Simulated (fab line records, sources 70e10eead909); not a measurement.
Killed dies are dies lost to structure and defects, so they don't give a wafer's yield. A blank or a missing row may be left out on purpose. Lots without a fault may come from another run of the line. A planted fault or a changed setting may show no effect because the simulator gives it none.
fab line records | flow nand_harc
record lots=24 wafers=72 last_day=24
route steps=1159 shown A_CONTACT@916 A_M1@1042 A_BONDPAD@1060 THIN_TSV@1150
lots that met no fault: from a run of the same line without faults
start_h: hours from the record's first day to the start of the lot's first wafer shown | wait_h: hours since the lot's step before | " the same as in the row above | L1.1+2: a row that stands for several wafers | - no value, or no start given | * or withheld: withheld | < > ~ a bound
route shown NAME@n: a module of which the file shows steps, and the number in the route of the first | usual: mean/standard deviation of fault-free wafers | same: alike in all rows | chamber/n: place in a boat | sites: the reading at each site | _std_site: their standard deviation | _edge_site: outer sites' mean less inner sites' | radius_mm: how far each site lies from the wafer's centre | mask NAME#n: copy n | behind: the tool/chamber that last shaped the wafer | hold: why the lot was held/for how many hours/how that ended | device: the transistor (n, p or np) that didn't switch | end of line: the same wafers' tests at the end of the route | a step without rows: its recipe alone | killed: dies lost to structure and defects at the first sort, not the wafer's yield | map: a wafer's dies, x killed, . not, _ none there
set.NAME: the setting as run; set.NAME@STEP: as run at that earlier step | model.NAME: the simulator's own value behind a step, which no gauge read
steps of the route over a sample of lots; a table a step, a row a wafer
services: from which hour (start_h, from the record's first day; less than 0 if before it) a tool's chamber was out of use, for how many hours, and why
## steps
# step NHARC_A_CONTACT_CD_MEAS_80
# usual cd_nm=189.6/0.72
# columns lot.wafer tool chamber start_h wait_h cd_nm
L074.4 cd_sem-01 - 370.49 - 189.7
L074.5 " - " " 189.2
L074.6 " - " " 189.2
L077.1 cd_sem-01 - 385.49 - 189.5
L077.2 " - " " 188.9
L077.6 " - " " 189.6
L076.1 cd_sem-01 - 386.23 - 189.2
L076.3 " - " " 189.7
L076.4 " - " " 189.3
L079.2 cd_sem-03 - 392.02 - 190.6
L079.5 " - " " 190.0
L079.6 " - " " 190.1
L075.4 cd_sem-01 - 393.00 - 190.4
L075.5 " - " " 190.7
L075.6 " - " " 189.6
L078.1 cd_sem-03 - 397.45 - 189.3
L078.2 " - " " 189.4
L078.5 " - " " 189.3
L080.3 cd_sem-01 - 425.41 - 189.4
L080.5 " - " " 189.5
L080.6 " - " " 189.7
L081.2 cd_sem-02 - 427.21 - 189.7
L081.4 " - " " 190.0
L081.6 " - " " 190.2
L083.1 cd_sem-02 - 433.70 - 190.2
L083.2 " - " " 190.1
L083.5 " - " " 190.3
L082.1 cd_sem-01 - 436.30 - 189.7
L082.4 " - " " 190.1
L082.5 " - " " 189.6
L084.1 cd_sem-01 - 440.09 - 189.9
L084.2 " - " " 188.6
L084.3 " - " " 189.3
L085.1 cd_sem-02 - 442.55 - 190.8
L085.3 " - " " 191.0
L085.6 " - " " 190.6
L087.1 cd_sem-02 - 459.08 - 189.3
L087.5 " - " " 189.3
L087.6 " - " " 189.3
L086.1 cd_sem-01 - 460.17 - 190.0
L086.2 " - " " 190.1
L086.6 " - " " 190.0
L092.2 cd_sem-02 - 471.10 - 188.6
L092.3 " - " " 188.4
L092.4 " - " " 189.6
L091.3 cd_sem-03 - 474.17 - 190.4
L091.4 " - " " 190.6
L091.6 " - " " 190.9
L089.1 cd_sem-01 - 479.88 - 188.7
L089.2 " - " " 189.0
L089.4 " - " " 189.0
L088.1 cd_sem-02 - 486.29 - 187.8
L088.4 " - " " 187.4
L088.6 " - " " 187.6
L093.1 cd_sem-03 - 486.91 - 190.1
L093.3 " - " " 190.4
L093.6 " - " " 190.5
L090.1 cd_sem-03 - 491.23 - 189.0
L090.3 " - " " 189.0
L090.6 " - " " 189.1
L094.1 cd_sem-02 - 502.72 - 189.9
L094.3 " - " " 190.1
L094.4 " - " " 189.9
L095.1 cd_sem-03 - 505.09 - 189.7
L095.3 " - " " 189.3
L095.4 " - " " 190.1
L096.2 cd_sem-01 - 515.03 - 189.3
L096.4 " - " " 189.4
L096.6 " - " " 188.8
L097.2 cd_sem-03 - 522.17 - 189.0
L097.4 " - " " 189.0
L097.5 " - " " 189.6
# step NHARC_A_M1_CD_MEAS_16
# usual cd_nm=120.0/0.58
# columns lot.wafer tool chamber start_h wait_h cd_nm
L074.4 cd_sem-01 - 396.31 - 119.3
L074.5 " - " " 119.7
L074.6 " - " " 120.0
L077.1 cd_sem-02 - 404.60 0.2 120.0
L077.2 " - " " 119.7
L077.6 " - " " 120.6
L076.1 cd_sem-01 - 408.09 - 120.4
L076.3 " - " " 120.3
L076.4 " - " " 121.1
L079.2 cd_sem-01 - 409.54 - 120.0
L079.5 " - " " 120.9
L079.6 " - " " 119.8
L075.4 cd_sem-03 - 414.95 - 120.0
L075.5 " - " " 120.4
L075.6 " - " " 119.3
L078.1 cd_sem-01 - 421.34 - 119.9
L078.2 " - " " 120.5
L078.5 " - " " 121.0
L080.3 cd_sem-01 - 447.44 - 119.5
L080.5 " - " " 120.7
L080.6 " - " " 119.5
L081.2 cd_sem-01 - 448.05 - 119.2
L081.4 " - " " 120.1
L081.6 " - " " 119.8
L083.1 cd_sem-01 - 454.91 - 120.0
L083.2 " - " " 120.7
L083.5 " - " " 120.3
L082.1 cd_sem-01 - 455.59 - 119.9
L082.4 " - " " 120.1
L082.5 " - " " 120.2
L084.1 cd_sem-03 - 464.93 - 119.0
L084.2 " - " " 120.7
L084.3 " - " " 119.9
L085.1 cd_sem-01 - 465.66 - 118.5
L085.3 " - " " 118.4
L085.6 " - " " 118.7
L087.1 cd_sem-01 - 482.94 - 120.7
L087.5 " - " " 120.1
L087.6 " - " " 120.0
L086.1 cd_sem-02 - 483.64 - 119.8
L086.2 " - " " 119.6
L086.6 " - " " 119.8
L092.2 cd_sem-03 - 500.56 - 120.2
L092.3 " - " " 120.7
L092.4 " - " " 120.0
L091.3 cd_sem-01 - 501.09 - 120.7
L091.4 " - " " 119.9
L091.6 " - " " 120.3
L089.1 cd_sem-01 - 507.33 - 120.2
L089.2 " - " " 120.6
L089.4 " - " " 120.1
L088.1 cd_sem-03 - 511.15 - 120.0
L088.4 " - " " 119.6
L088.6 " - " " 120.2
L093.1 cd_sem-01 - 511.91 - 120.0
L093.3 " - " " 119.8
L093.6 " - " " 119.8
L090.1 cd_sem-03 - 514.29 - 118.4
L090.3 " - " " 119.8
L090.6 " - " " 118.9
L094.1 cd_sem-02 - 525.46 - 119.9
L094.3 " - " " 119.9
L094.4 " - " " 120.3
L095.1 cd_sem-03 - 526.03 - 120.7
L095.3 " - " " 119.9
L095.4 " - " " 119.7
L096.2 cd_sem-01 - 537.51 - 119.1
L096.4 " - " " 120.4
L096.6 " - " " 119.6
L097.2 cd_sem-03 - 548.66 - 120.4
L097.4 " - " " 120.0
L097.5 " - " " 119.7
# step NHARC_A_M1_ETCH_28
# recipe target_depth_a=300 over_etch_frac=0.3 time_s=72.99 ion_energy_ev=150 cf4_flow_sccm=50 n2_flow_sccm=100 ar_flow_sccm=150 rf_w=300 bias_w=100 chemistry=CF4/N2
# usual drypump_motor_current_A=5.8/0.43 mfc_ar_sccm=150.0/0.45 oes_product_au=1.003/0.0062 rf_vpp_V=313.7/2 showerhead_plenum_p_Torr=2.60/0.11 throttle_valve_pct=19.795/0.0079
# columns lot.wafer tool chamber start_h wait_h drypump_motor_current_A mfc_ar_sccm oes_product_au rf_hours_counter_h rf_vpp_V showerhead_plenum_p_Torr throttle_valve_pct
L074.5 rie_diel-05 2 396.80 0.1 5.5 149.7 1.002 - 312.6 2.52 19.785
L074.4 " 3 " " 5.0 150.3 1.005 - 311.1 2.48 19.798
L074.6 " 1 " " 6.3 150.1 1.006 - 317.5 2.76 19.801
L077.1 rie_diel-08 3 - - 6.2 149.6 1.009 3 310.6 2.47 19.795
L077.2 " 2 " " 5.1 149.9 1.001 3 317.1 2.81 19.792
L077.6 " 0 " " 6.0 150.6 1.004 - 314.6 2.65 19.795
L076.3 rie_diel-05 3 - - 5.0 149.1 1.008 3 312.0 2.48 19.789
L076.4 " 0 " " 6.0 149.5 1.017 4 314.5 2.55 19.788
L076.1 " 1 " " 6.2 150.3 1.006 5 315.6 2.76 19.793
L079.2 rie_diel-05 0 - - 6.0 149.7 1.008 4 313.9 2.55 19.793
L079.5 " 1 " " 6.3 149.6 1.007 - 315.6 2.76 19.804
L079.6 " 2 " " 5.5 149.5 1.001 - 311.9 2.52 19.796
L075.4 rie_diel-05 0 - - 6.0 149.9 1.009 5 312.7 2.55 19.801
L075.5 " 0 " " 6.0 149.5 1.014 - 312.4 2.55 19.784
L075.6 " 1 " " 6.3 150.3 1.004 - 316.9 2.76 19.790
L078.1 rie_diel-08 2 - - 5.1 150.0 0.998 3 317.3 2.81 19.802
L078.2 " 1 " " 6.3 150.0 1.005 3 312.6 2.55 19.789
L078.5 " 3 " " 6.2 149.9 1.003 - 310.8 2.47 19.782
L080.3 rie_diel-07 2 - - 6.1 151.2 1.010 3 314.4 2.64 19.797
L080.6 " 3 " " 5.7 150.9 0.997 - 312.2 2.48 19.800
L080.5 " 0 " " 5.9 149.7 1.003 - 313.5 2.61 19.799
L081.2 rie_diel-08 0 - - 6.0 149.9 1.007 4 312.7 2.65 19.790
L081.4 " 1 " " 6.2 150.5 1.012 4 312.8 2.55 19.786
L081.6 " 3 " " 6.2 149.5 1.003 - 311.8 2.47 19.802
L083.1 rie_diel-08 1 - - 6.2 150.6 0.999 4 312.1 2.55 19.804
L083.2 " 2 " " 5.1 149.3 0.997 4 316.4 2.81 19.799
L083.5 " 2 " " 5.1 150.2 0.991 - 319.2 2.81 19.810
L082.1 rie_diel-08 1 456.06 0.3 6.2 149.5 1.001 4 312.7 2.55 19.783
L082.4 " 2 " " 5.1 150.6 0.993 - 315.3 2.81 19.802
L082.5 " 2 " " 5.1 150.4 0.997 - 317.9 2.81 19.794
L084.3 rie_diel-08 0 - - 6.0 150.2 1.010 4 315.2 2.65 19.793
L084.1 " 1 " " 6.2 150.7 0.994 4 312.2 2.55 19.798
L084.2 " 2 " " 5.1 150.1 1.000 4 316.1 2.81 19.810
L085.3 rie_diel-07 1 - - 5.6 150.1 1.011 4 313.1 2.58 19.774
L085.1 " 3 " " 5.7 150.2 1.008 4 311.7 2.48 19.792
L085.6 " 2 " " 6.1 149.9 1.003 - 312.9 2.64 19.810
L087.1 rie_diel-05 0 - - 6.0 149.4 1.004 10 313.2 2.55 19.785
L087.6 " 3 " " 5.0 149.5 1.012 - 311.5 2.48 19.786
L087.5 " 0 " " 6.0 149.7 1.004 - 313.4 2.55 19.805
L086.1 rie_diel-07 0 - - 6.0 148.8 0.993 5 313.6 2.61 19.790
L086.2 " 1 " " 5.6 151.0 0.999 5 313.0 2.58 19.783
L086.6 " 0 " " 6.0 150.3 0.996 - 313.4 2.61 19.788
L092.2 rie_diel-08 0 - - 6.0 150.2 1.008 0 315.1 2.65 19.793
L092.3 " 1 " " 6.2 150.0 1.004 0 314.2 2.55 19.807
L092.4 " 3 " " 6.2 150.5 1.002 0 311.8 2.47 19.810
L091.3 rie_diel-07 1 - - 5.6 150.0 0.995 6 313.1 2.58 19.787
L091.4 " 0 " " 6.0 150.6 1.010 - 314.0 2.61 19.804
L091.6 " 3 " " 5.7 149.9 0.998 - 312.9 2.48 19.785
L089.1 rie_diel-05 1 - - 6.2 150.4 0.994 14 315.8 2.75 19.808
L089.2 " 3 " " 5.0 149.5 0.997 11 311.9 2.48 19.791
L089.4 " 0 " " 6.0 150.3 1.006 - 313.0 2.55 19.788
L088.4 rie_diel-08 0 - - 6.0 149.7 1.012 0 315.1 2.65 19.805
L088.1 " 1 " " 6.2 150.5 0.997 0 312.4 2.55 19.810
L088.6 " 3 " " 6.2 150.4 1.004 - 312.2 2.47 19.807
L093.1 rie_diel-05 0 - - 6.0 150.2 1.000 13 313.5 2.55 19.790
L093.3 " 1 " " 6.2 149.9 1.007 15 315.8 2.75 19.792
L093.6 " 1 " " 6.2 149.8 1.013 - 316.3 2.75 19.782
L090.3 rie_diel-07 1 - - 5.6 149.6 1.009 7 314.2 2.58 19.796
L090.1 " 2 " " 6.1 150.1 1.011 6 314.9 2.63 19.801
L090.6 " 1 " " 5.6 150.2 1.009 - 311.8 2.58 19.784
L094.3 rie_diel-07 2 - - 6.1 149.7 1.001 6 314.1 2.63 19.793
L094.1 " 3 " " 5.7 149.7 1.000 6 312.6 2.48 19.795
L094.4 " 0 " " 5.9 149.6 0.986 7 313.1 2.61 19.782
L095.4 rie_diel-08 1 - - 6.2 150.5 1.002 1 312.8 2.55 19.793
L095.1 " 2 " " 5.1 149.8 1.003 1 316.5 2.81 19.781
L095.3 " 3 " " 6.2 150.0 0.996 1 311.2 2.47 19.807
L096.2 rie_diel-08 1 - - 6.2 149.9 0.996 2 314.0 2.55 19.790
L096.4 " 1 " " 6.2 150.3 0.997 - 312.1 2.55 19.798
L096.6 " 3 " " 6.2 149.7 0.996 - 312.1 2.47 19.803
L097.2 rie_diel-05 0 - - 6.0 150.0 0.995 1 311.8 2.55 19.796
L097.4 " 1 " " 6.3 150.3 0.998 1 316.0 2.75 19.787
L097.5 " 3 " " 5.0 149.5 1.001 - 312.6 2.48 19.784
# step NHARC_A_M1_PVD_20
# recipe target_thk_a=50 bias_v=168.6 power_w=15000 chamber_pressure_pa=0.12 time_s=8.06 substrate_temp_c=50 material=TaN
# usual throttle_valve_pct=30.1/1.1
# columns lot.wafer tool chamber start_h wait_h throttle_valve_pct
L074.4 pvd_sputter-01 - - - 30.8
L074.5 " - " " 31.0
L074.6 " - " " 27.4
L077.2 pvd_sputter-03 - - - 31.5
L077.1 " - " " 29.5
L077.6 " - " " 31.4
L076.1 pvd_sputter-03 - - - 29.5
L076.3 " - " " 30.7
L076.4 " - " " 31.5
L079.2 pvd_sputter-02 - - - 30.9
L079.5 " - " " 30.9
L079.6 " - " " 28.8
L075.4 pvd_sputter-01 - - - 30.2
L075.6 " - " " 31.0
L075.5 " - " " 27.2
L078.2 pvd_sputter-02 - - - 30.0
L078.1 " - " " 30.7
L078.5 " - " " 30.6
L080.3 pvd_sputter-03 - - - 31.7
L080.5 " - " " 29.3
L080.6 " - " " 30.4
L081.2 pvd_sputter-02 - - - 30.6
L081.4 " - " " 30.9
L081.6 " - " " 30.3
L083.2 pvd_sputter-02 - - - 29.1
L083.1 " - " " 30.4
L083.5 " - " " 28.6
L082.4 pvd_sputter-02 - - - 28.8
L082.1 " - " " 30.8
L082.5 " - " " 30.3
L084.2 pvd_sputter-01 - - - 27.5
L084.3 " - " " 30.0
L084.1 " - " " 30.6
L085.3 pvd_sputter-02 - - - 30.4
L085.1 " - " " 28.9
L085.6 " - " " 30.3
L087.1 pvd_sputter-02 - - - 28.6
L087.6 " - " " 30.6
L087.5 " - " " 30.8
L086.1 pvd_sputter-01 - - - 27.6
L086.2 " - " " 31.0
L086.6 " - " " 27.6
L092.2 pvd_sputter-01 - - - 30.6
L092.3 " - " " 30.7
L092.4 " - " " 30.3
L091.3 pvd_sputter-03 - - - 30.0
L091.4 " - " " 30.7
L091.6 " - " " 29.4
L089.1 pvd_sputter-02 - - - 30.7
L089.2 " - " " 30.2
L089.4 " - " " 30.5
L088.1 pvd_sputter-03 - - - 29.7
L088.4 " - " " 29.1
L088.6 " - " " 31.4
L093.3 pvd_sputter-01 - - - 30.6
L093.1 " - " " 30.2
L093.6 " - " " 30.8
L090.3 pvd_sputter-02 - - - 30.3
L090.1 " - " " 28.9
L090.6 " - " " 30.4
L094.1 pvd_sputter-03 - - - 31.0
L094.4 " - " " 29.8
L094.3 " - " " 29.2
L095.4 pvd_sputter-03 - - - 29.1
L095.1 " - " " 31.6
L095.3 " - " " 30.8
L096.4 pvd_sputter-02 - - - 28.7
L096.2 " - " " 30.5
L096.6 " - " " 28.6
L097.4 pvd_sputter-01 - - - 30.9
L097.2 " - " " 29.9
L097.5 " - " " 27.3
# step NHARC_A_BONDPAD_CMP_29
# recipe target_thk_nm=200 material=SiCN
# usual motor_current_A=12.2/1.2
# columns lot.wafer tool chamber start_h wait_h motor_current_A
L074.4 cmp-01 1 399.96 - 10.9
L074.5 " 1 " " 11.0
L074.6 " 2 " " 12.3
L077.2 cmp-03 0 408.37 - 12.3
L077.1 " 3 " " 12.4
L077.6 " 1 " " 13.9
L076.1 cmp-04 2 411.58 - 10.9
L076.4 " 3 " " 11.0
L076.3 " 1 " " 11.5
L079.2 cmp-01 0 413.02 - 11.6
L079.6 " 3 " " 14.7
L079.5 " 0 " " 11.3
L075.4 cmp-01 2 418.37 - 12.1
L075.5 " 1 " " 11.1
L075.6 " 2 " " 11.8
L078.1 cmp-01 1 425.62 - 11.1
L078.2 " 0 " " 12.1
L078.5 " 2 " " 12.0
L080.3 cmp-01 2 450.90 - 12.5
L080.6 " 0 " " 11.8
L080.5 " 1 " " 11.0
L081.2 cmp-04 3 451.43 - 11.0
L081.4 " 2 " " 11.0
L081.6 " 3 " " 10.6
L083.1 cmp-03 2 458.69 0.5 10.7
L083.2 " 3 " " 13.4
L083.5 " 2 " " 10.1
L082.1 cmp-01 3 459.21 - 14.3
L082.4 " 1 " " 11.0
L082.5 " 3 " " 14.2
L084.2 cmp-03 3 468.43 - 13.0
L084.1 " 1 " " 13.7
L084.3 " 2 " " 10.0
L085.3 cmp-03 3 469.20 - 13.1
L085.1 " 2 " " 10.4
L085.6 " 3 " " 13.1
L087.1 cmp-03 0 486.41 - 13.2
L087.6 " 3 " " 12.8
L087.5 " 0 " " 13.2
L086.2 cmp-04 1 487.31 - 11.8
L086.1 " 2 " " 10.9
L086.6 " 3 " " 10.6
L092.4 cmp-03 3 503.98 - 13.1
L092.2 " 0 " " 13.0
L092.3 " 1 " " 14.3
L091.4 cmp-03 2 504.54 - 10.4
L091.3 " 3 " " 12.4
L091.6 " 0 " " 12.9
L089.4 cmp-03 2 510.80 - 10.1
L089.2 " 0 " " 12.7
L089.1 " 1 " " 13.4
L088.4 cmp-04 3 514.53 - 11.2
L088.1 " 0 " " 13.5
L088.6 " 3 " " 10.2
L093.3 cmp-04 2 515.29 - 11.0
L093.1 " 1 " " 12.7
L093.6 " 3 " " 10.9
L090.3 cmp-04 2 517.89 - 11.1
L090.1 " 3 " " 11.3
L090.6 " 1 " " 12.0
L094.1 cmp-04 0 528.85 - 13.2
L094.4 " 1 " " 11.5
L094.3 " 2 " " 11.5
L095.4 cmp-04 0 529.44 - 13.4
L095.1 " 2 " " 11.4
L095.3 " 3 " " 11.1
L096.2 cmp-04 1 541.36 0.4 11.7
L096.4 " 2 " " 11.4
L096.6 " 2 " " 11.2
L097.4 cmp-01 3 552.20 - 14.9
L097.2 " 2 " " 12.1
L097.5 " 3 " " 14.9
# step NHARC_THIN_TSV_DESCUM_35
# recipe time_s=3 o2_flow_sccm=200 ar_flow_sccm=0 bias_power_w=0 chemistry=O2
# usual drypump_motor_current_A=5.8/0.55 mfc_ar_sccm=0.009/0.013 o2_flow_sccm=200.0/0.63 oes_product_au=0.999/0.007 rf_vpp_V=57.8/0.94 showerhead_plenum_p_Torr=1.93/0.096 throttle_valve_pct=11.310/0.009
# columns lot.wafer tool chamber start_h wait_h drypump_motor_current_A mfc_ar_sccm o2_flow_sccm oes_product_au rf_hours_counter_h rf_vpp_V showerhead_plenum_p_Torr throttle_valve_pct
L074.4 rie_diel-12 0 425.44 - 6.8 0.023 199.7 0.999 5 59.0 2.03 11.315
L074.6 " 2 " " 5.0 0 200.1 1.001 - 57.9 2.02 11.320
L074.5 " 3 " " 5.4 0.028 198.9 1.003 - 56.9 1.84 11.297
L077.1 rie_diel-02 1 431.35 - 6.0 0 199.6 0.999 9 56.9 2.02 11.316
L077.2 " 2 " " 6.0 0 201.6 0.990 9 57.7 1.82 11.308
L077.6 " 2 " " 6.0 0 201.1 0.993 - 56.9 1.82 11.297
L076.1 rie_diel-12 2 432.32 - 5.0 0 200.2 0.999 5 59.3 2.02 11.299
L076.3 " 3 " " 5.3 0.028 200.3 0.988 5 57.4 1.84 11.287
L076.4 " 0 " " 6.7 0.023 199.8 1.001 6 58.1 2.03 11.313
L079.2 rie_diel-12 1 435.26 - 6.6 0 199.8 0.997 6 59.0 2.05 11.311
L079.5 " 3 " " 5.3 0.028 199.6 0.992 - 58.3 1.84 11.328
L079.6 " 0 " " 6.7 0.023 200.1 1.005 - 59.3 2.03 11.308
L075.4 rie_diel-12 2 441.33 - 5.0 0 199.4 0.993 6 56.9 2.02 11.306
L075.5 " 1 " " 6.6 0 200.5 0.982 - 57.8 2.05 11.315
L075.6 " 2 " " 4.9 0 200.7 1.002 - 59.6 2.02 11.322
L078.2 rie_diel-02 3 448.74 - 5.8 0.003 200.1 1.011 6 58.2 1.95 11.309
L078.1 " 0 " " 5.9 0 199.1 0.988 10 57.5 1.82 11.312
L078.5 " 1 " " 6.1 0 201.2 1.004 - 59.0 2.02 11.297
L081.4 rie_diel-12 2 472.99 - 5.0 0 201.0 0.995 10 58.2 2.01 11.311
L081.2 " 3 " " 5.3 0.028 200.0 0.995 10 59.0 1.83 11.309
L081.6 " 1 " " 6.6 0 199.7 0.988 - 57.1 2.05 11.324
L080.3 rie_diel-02 3 474.50 - 5.9 0.003 199.4 0.994 8 58.2 1.95 11.314
L080.6 " 3 " " 5.8 0.003 199.4 1.002 - 58.9 1.95 11.319
L080.5 " 0 " " 5.9 0 200.5 0.985 - 57.1 1.82 11.300
L082.1 rie_diel-12 2 480.95 - 5.0 0 200.1 0.996 10 59.0 2.01 11.312
L082.4 " 0 " " 6.7 0.023 201.0 1.006 11 57.8 2.03 11.302
L082.5 " 1 " " 6.6 0 199.5 0.994 - 57.1 2.05 11.304
L083.1 rie_diel-12 3 482.01 - 5.3 0.028 199.4 0.994 10 57.7 1.83 11.306
L083.2 " 1 " " 6.6 0 201.0 0.985 11 56.7 2.05 11.318
L083.5 " 0 " " 6.7 0.023 200.4 0.999 - 58.0 2.03 11.300
L085.1 rie_diel-02 3 491.38 - 5.8 0.003 201.2 1.009 9 57.2 1.95 11.305
L085.3 " 2 " " 6.0 0 198.9 1.000 13 57.9 1.82 11.318
L085.6 " 3 " " 5.8 0.003 200.6 1.008 - 57.9 1.95 11.313
L084.1 rie_diel-12 1 492.17 - 6.6 0 199.3 1.005 12 57.2 2.05 11.313
L084.2 " 2 " " 5.0 0 199.5 1.000 11 58.1 2.01 11.299
L084.3 " 3 " " 5.3 0.028 199.2 0.991 11 57.1 1.83 11.300
L087.1 rie_diel-06 2 508.55 - 5.7 0.042 199.2 0.995 6 59.2 1.99 11.304
L087.5 " 2 " " 5.7 0.042 199.7 0.996 - 57.0 1.99 11.307
L087.6 " 3 " " 5.9 0.027 199.9 0.992 - 56.5 1.83 11.320
L086.1 rie_diel-12 3 509.99 - 5.3 0.028 200.4 0.998 15 57.7 1.83 11.304
L086.2 " 0 " " 6.7 0.023 199.9 1.005 13 57.9 2.02 11.308
L086.6 " 1 " " 6.6 0 199.2 1.000 - 57.3 2.05 11.323
L091.4 rie_diel-02 0 527.23 - 5.9 0 199.4 1.003 1 58.5 1.82 11.312
L091.3 " 1 " " 6.0 0 199.9 1.003 1 57.6 2.02 11.300
L091.6 " 2 " " 6.0 0 201.0 1.002 - 58.9 1.82 11.313
L092.2 rie_diel-02 0 528.67 - 5.9 0 199.5 1.011 1 56.5 1.82 11.294
L092.3 " 1 " " 6.0 0 200.4 1.019 1 58.0 2.02 11.311
L092.4 " 2 " " 6.0 0 200.1 1.008 1 57.5 1.82 11.311
L089.2 rie_diel-12 2 533.06 - 5.0 0 198.6 0.997 17 58.6 2.01 11.309
L089.1 " 3 " " 5.4 0.028 200.0 0.996 17 57.2 1.83 11.313
L089.4 " 1 " " 6.6 0 200.2 0.998 19 57.7 2.05 11.306
L090.1 rie_diel-12 1 538.83 - 6.6 0 199.8 0.995 19 59.2 2.05 11.311
L090.3 " 0 " " 6.7 0.023 199.9 0.998 16 58.2 2.02 11.318
L090.6 " 2 " " 5.0 0 200.3 1.011 - 58.4 2.01 11.320
L093.1 rie_diel-06 2 539.86 - 5.7 0.042 200.6 1.006 8 59.9 1.99 11.327
L093.3 " 3 " " 5.9 0.027 201.0 1.002 8 56.7 1.83 11.302
L093.6 " 2 " " 5.7 0.042 200.3 0.997 - 57.3 1.99 11.307
L088.4 rie_diel-02 0 541.17 - 5.9 0 201.5 1.004 1 58.3 1.82 11.308
L088.1 " 3 " " 5.9 0.003 199.1 1.009 2 57.1 1.95 11.309
L088.6 " 1 " " 6.0 0 199.3 0.999 - 58.5 2.01 11.315
L094.4 rie_diel-02 3 551.71 - 5.8 0.003 199.9 1.009 2 56.8 1.95 11.337
L094.3 " 1 " " 6.0 0 200.2 1.001 3 58.9 2.01 11.297
L094.1 " 2 " " 6.0 0 200.0 1.000 3 55.9 1.82 11.308
L095.4 rie_diel-06 0 552.17 - 5.2 0 199.8 0.995 7 57.8 1.82 11.306
L095.3 " 2 " " 5.7 0.042 201.0 0.993 8 58.2 1.99 11.306
L095.1 " 3 " " 5.9 0.027 199.4 1.010 8 57.1 1.83 11.313
L096.4 rie_diel-02 1 563.88 - 6.0 0 199.8 1.008 3 58.4 2.01 11.307
L096.2 " 2 " " 6.0 0 200.6 1.005 3 57.9 1.82 11.321
L096.6 " 2 " " 6.0 0 200.3 1.006 - 58.5 1.82 11.318
L097.4 rie_diel-06 1 575.83 - 5.6 0.008 199.4 1.009 10 57.6 1.82 11.321
L097.2 " 2 " " 5.7 0.042 199.7 0.996 10 58.1 1.99 11.323
L097.5 " 2 " " 5.7 0.042 199.6 0.995 - 58.1 1.99 11.313
## services
# columns tool chamber start_h hours kind
rie_diel-12 1 373.02 6.4 repair
cmp-03 - 377.37 0.6 repair
cmp-04 - 378.84 1.7 repair
rie_diel-12 - 379.40 9.0 pm
rie_diel-08 1 380.56 2.8 repair
rie_diel-05 3 389.62 7.1 repair
rie_diel-02 3 391.45 4.9 repair
pvd_sputter-02 - 392.03 10.0 pm
rie_diel-05 0 395.22 9.2 repair
cmp-04 - 399.00 4.0 pm
rie_diel-02 3 409.61 30.2 repair
rie_diel-08 0 450.57 13.5 repair
cmp-04 - 472.46 2.4 repair
rie_diel-08 - 478.80 9.0 pm
rie_diel-12 0 488.47 15.5 repair
cmp-04 - 497.00 4.0 pm
rie_diel-02 - 504.78 9.0 pm
rie_diel-08 3 518.55 6.3 repair
rie_diel-08 2 527.76 13.6 repair
rie_diel-12 3 533.44 8.5 repair
cmp-04 - 534.80 1.8 repair
rie_diel-12 - 556.40 9.0 pm
pvd_sputter-02 - 570.03 10.0 pm
rie_diel-08 0 574.94 5.5 repair
## key
fault none
